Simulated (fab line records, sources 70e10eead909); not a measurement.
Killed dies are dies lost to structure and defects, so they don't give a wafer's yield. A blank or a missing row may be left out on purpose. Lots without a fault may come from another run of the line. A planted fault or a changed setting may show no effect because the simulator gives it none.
Chamber matching | flow nand_harc | NHARC_P_GATE_DESCUM_48 on rie_diel-04: 4 sister chambers
The step chemistry O2, time 3 s. 4 wafers are shown with their chamber, then 6 later ones without.

WAFERS WITH THEIR CHAMBER
wafer  | chamber | rf_vpp_V (V)
L998.1 | 3       | 57.3
L998.2 | 0       | 58.4
L106.2 | 2       | 57.1
L106.3 | 1       | 59.1

WAFERS WITHOUT THEIR CHAMBER
wafer  | rf_vpp_V (V)
L106.6 | 57.1
L111.1 | 56.3
L111.6 | 57.8
L112.2 | 58.5
L112.4 | 57.7
L112.5 | 59.3

WHICH CHAMBER EACH WENT THROUGH
wafer  | from the rows above               | in truth
L106.6 | can't be placed: 2 or 3           | 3
L111.1 | can't be placed: 2 or 3           | 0
L111.6 | can't be placed: 3 or 0 or 2 or 1 | 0
L112.2 | can't be placed: 0 or 1           | 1
L112.4 | can't be placed: 3 or 2 or 0      | 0
L112.5 | can't be placed: 1 or 0           | 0
Placed correctly: 0 of 6. Can't be placed from these rows: 6 (the true chamber is among the candidates in 5). Placed wrongly: 0.
How it was worked out, from the rows above alone: a wafer's distance from a chamber is the root of the sum, over the readings, of the square of ((its reading less the chamber's mean) divided by the reading's scatter). The wafer belongs to the nearest chamber; if the next one is less than 2 further off, it can't be placed. A chamber's mean is the mean of its shown wafers. The scatter: with one shown wafer a chamber, the root of the mean of the squares of how far each hidden wafer lies from its nearest shown one.
